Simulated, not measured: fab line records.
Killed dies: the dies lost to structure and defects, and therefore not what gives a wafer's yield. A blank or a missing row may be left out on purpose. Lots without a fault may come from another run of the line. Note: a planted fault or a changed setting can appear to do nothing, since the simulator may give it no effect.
Split-lot experiment || flow n5 finfet || on a route of 1938 steps: 7 lots, 21 wafers read

## SPLIT DETAILS
At N5_BEOL_M7_COAT_05 (resist thk 90 nm), the setting spin rpm was moved away from the recipe's 1500 rpm on 9 of the 21 wafers read, by -10.9% to +10.2%. The other wafers ran this setting at the recipe's value.

## FROM THE SPLIT TO THE READING: what the file shows between them, 4 steps
- N5_BEOL_M7_EBR_07
- N5_BEOL_M7_SOFTBAKE_06: time 60 s
- N5_BEOL_M7_EXPOSE_08: exposes mask M7
- N5_BEOL_M7_PEB_09: peb time 60 s

## THE READING
CAR-ArF_of_BEOL_M7_COAT_05.thk nm (the simulator's own value, which no gauge read), in nm, at N5_BEOL_M7_DEVELOP_10 (develop time 30 s). The file does not state a usual value for it. The 12 wafers here that ran the recipe average 88.3 nm, standard deviation 0.27 nm.

{"wafer": "L074.2", "tool, chamber at the split": "litho track-03, 0", "spin rpm as run, rpm": 1424, "against the recipe": "-5.1%", "CAR-ArF_of_BEOL_M7_COAT_05.thk nm, nm": 90.6, "against lot-mates on the recipe": "+2.6"}
{"wafer": "L074.4", "tool, chamber at the split": "litho track-03, 0", "spin rpm as run, rpm": 1500, "against the recipe": "recipe", "CAR-ArF_of_BEOL_M7_COAT_05.thk nm, nm": 88, "against lot-mates on the recipe": "-"}
{"wafer": "L074.6", "tool, chamber at the split": "litho track-03, 0", "spin rpm as run, rpm": 1500, "against the recipe": "recipe", "CAR-ArF_of_BEOL_M7_COAT_05.thk nm, nm": 88, "against lot-mates on the recipe": "-"}
{"wafer": "L075.1", "tool, chamber at the split": "litho track-03, 0", "spin rpm as run, rpm": 1500, "against the recipe": "recipe", "CAR-ArF_of_BEOL_M7_COAT_05.thk nm, nm": 88.2, "against lot-mates on the recipe": "-"}
{"wafer": "L075.3", "tool, chamber at the split": "litho track-03, 0", "spin rpm as run, rpm": 1500, "against the recipe": "recipe", "CAR-ArF_of_BEOL_M7_COAT_05.thk nm, nm": 88.2, "against lot-mates on the recipe": "-"}
{"wafer": "L075.4", "tool, chamber at the split": "litho track-03, 0", "spin rpm as run, rpm": 1500, "against the recipe": "recipe", "CAR-ArF_of_BEOL_M7_COAT_05.thk nm, nm": 88, "against lot-mates on the recipe": "-"}
{"wafer": "L076.1", "tool, chamber at the split": "litho track-03, 0", "spin rpm as run, rpm": 1500, "against the recipe": "recipe", "CAR-ArF_of_BEOL_M7_COAT_05.thk nm, nm": 88, "against lot-mates on the recipe": "-"}
{"wafer": "L076.2", "tool, chamber at the split": "litho track-03, 0", "spin rpm as run, rpm": 1351, "against the recipe": "-9.9%", "CAR-ArF_of_BEOL_M7_COAT_05.thk nm, nm": 92.4, "against lot-mates on the recipe": "+4.4"}
{"wafer": "L076.3", "tool, chamber at the split": "litho track-03, 0", "spin rpm as run, rpm": 1351, "against the recipe": "-9.9%", "CAR-ArF_of_BEOL_M7_COAT_05.thk nm, nm": 92.8, "against lot-mates on the recipe": "+4.8"}
{"wafer": "L078.1", "tool, chamber at the split": "litho track-01, 0", "spin rpm as run, rpm": 1337, "against the recipe": "-10.9%", "CAR-ArF_of_BEOL_M7_COAT_05.thk nm, nm": 93.4, "against lot-mates on the recipe": "+5.2"}
{"wafer": "L078.5", "tool, chamber at the split": "litho track-01, 0", "spin rpm as run, rpm": 1337, "against the recipe": "-10.9%", "CAR-ArF_of_BEOL_M7_COAT_05.thk nm, nm": 93.8, "against lot-mates on the recipe": "+5.6"}
{"wafer": "L078.6", "tool, chamber at the split": "litho track-01, 0", "spin rpm as run, rpm": 1500, "against the recipe": "recipe", "CAR-ArF_of_BEOL_M7_COAT_05.thk nm, nm": 88.2, "against lot-mates on the recipe": "-"}
{"wafer": "L083.3", "tool, chamber at the split": "litho track-02, 0", "spin rpm as run, rpm": 1500, "against the recipe": "recipe", "CAR-ArF_of_BEOL_M7_COAT_05.thk nm, nm": 88.2, "against lot-mates on the recipe": "-"}
{"wafer": "L083.5", "tool, chamber at the split": "litho track-02, 0", "spin rpm as run, rpm": 1500, "against the recipe": "recipe", "CAR-ArF_of_BEOL_M7_COAT_05.thk nm, nm": 88.4, "against lot-mates on the recipe": "-"}
{"wafer": "L083.6", "tool, chamber at the split": "litho track-02, 0", "spin rpm as run, rpm": 1500, "against the recipe": "recipe", "CAR-ArF_of_BEOL_M7_COAT_05.thk nm, nm": 88.8, "against lot-mates on the recipe": "-"}
{"wafer": "L088.2", "tool, chamber at the split": "litho track-03, 0", "spin rpm as run, rpm": 1653, "against the recipe": "+10.2%", "CAR-ArF_of_BEOL_M7_COAT_05.thk nm, nm": 84.4, "against lot-mates on the recipe": -4.4}
{"wafer": "L088.3", "tool, chamber at the split": "litho track-03, 0", "spin rpm as run, rpm": 1653, "against the recipe": "+10.2%", "CAR-ArF_of_BEOL_M7_COAT_05.thk nm, nm": 84.4, "against lot-mates on the recipe": -4.4}
{"wafer": "L088.4", "tool, chamber at the split": "litho track-03, 0", "spin rpm as run, rpm": 1500, "against the recipe": "recipe", "CAR-ArF_of_BEOL_M7_COAT_05.thk nm, nm": 88.8, "against lot-mates on the recipe": "-"}
{"wafer": "L090.1", "tool, chamber at the split": "litho track-01, 0", "spin rpm as run, rpm": 1500, "against the recipe": "recipe", "CAR-ArF_of_BEOL_M7_COAT_05.thk nm, nm": 88.4, "against lot-mates on the recipe": "-"}
{"wafer": "L090.3", "tool, chamber at the split": "litho track-01, 0", "spin rpm as run, rpm": 1410, "against the recipe": "-6.0%", "CAR-ArF_of_BEOL_M7_COAT_05.thk nm, nm": 91.2, "against lot-mates on the recipe": "+2.8"}
{"wafer": "L090.4", "tool, chamber at the split": "litho track-01, 0", "spin rpm as run, rpm": 1410, "against the recipe": "-6.0%", "CAR-ArF_of_BEOL_M7_COAT_05.thk nm, nm": 91.2, "against lot-mates on the recipe": "+2.8"}

THE FIT
A straight line over all 21 wafers: CAR-ArF_of_BEOL_M7_COAT_05.thk nm changes by -0.436 nm for each +1% of spin rpm; r = -0.99; the points scatter about the line by 0.34 nm.
The same after taking each lot's own level away (the mean of its wafers on the recipe; 21 wafers): -0.463 nm for each +1%; r = -1.00; scatter 0.2 nm.
On that fit, the largest move of spin rpm shifts the reading by 5 nm.
From 88.00 to 88.80 nm: that is the span of the lots' own levels, equal to 2.9 times the standard deviation above.
Consequently the slope shifts little with the lot-to-lot level, the two slopes agreeing.
Check: +5.09 nm against its lot-mates is what the line predicts for one of the wafers moved furthest among these (-10.9%) when that wafer is left out of the fit. Against them it came out at +5.2 nm.

## FURTHER SPLITS ON THESE WAFERS
Note: prior to the reading, these wafers also went through further splits. Each is held against what the fit with the lots' levels taken away leaves over:
{"other split on the same wafers": "N5_BEOL_M2_ETCH_70 time s", "wafers away from the commonest value": 6, "r with CAR-ArF_of_BEOL_M7_COAT_05.thk nm (lot level and that fit taken away)": "+0.27"}
{"other split on the same wafers": "N5_BEOL_M3_COAT_22 spin rpm", "wafers away from the commonest value": 5, "r with CAR-ArF_of_BEOL_M7_COAT_05.thk nm (lot level and that fit taken away)": -0.24}
{"other split on the same wafers": "N5_BEOL_M5_COAT_05 spin rpm", "wafers away from the commonest value": 7, "r with CAR-ArF_of_BEOL_M7_COAT_05.thk nm (lot level and that fit taken away)": "+0.08"}
{"other split on the same wafers": "N5_BEOL_M6_HM_DEP_02 target thk a", "wafers away from the commonest value": 3, "r with CAR-ArF_of_BEOL_M7_COAT_05.thk nm (lot level and that fit taken away)": -0.29}
{"other split on the same wafers": "N5_BEOL_M6_COAT_59 spin rpm", "wafers away from the commonest value": 6, "r with CAR-ArF_of_BEOL_M7_COAT_05.thk nm (lot level and that fit taken away)": "+0.03"}
{"other split on the same wafers": "N5_BEOL_M7_HM_DEP_02 target thk a", "wafers away from the commonest value": 7, "r with CAR-ArF_of_BEOL_M7_COAT_05.thk nm (lot level and that fit taken away)": "+0.31"}

## THE WHOLE CHAIN: every reading that the file lists as answering this split, in the file's order
{"step": "N5_BEOL_M7_COAT_05", "what it does": "resist thk 90 nm", "reading": "CAR-ArF_of_BEOL_M7_COAT_05.thk nm (the simulator's own value, which no gauge read)", "change (the file's fit)": "-0.482 nm for each +1% of the setting", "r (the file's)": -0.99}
{"step": "N5_BEOL_M7_DEVELOP_10", "what it does": "develop time 30 s", "reading": "CAR-ArF_of_BEOL_M7_COAT_05.thk nm (the simulator's own value, which no gauge read)", "change (the file's fit)": "-0.469 nm for each +1% of the setting", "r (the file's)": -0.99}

## FILE'S OWN FIT
CAR-ArF_of_BEOL_M7_COAT_05.thk nm changes by -0.469 nm for each +1% of spin rpm, r = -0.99.
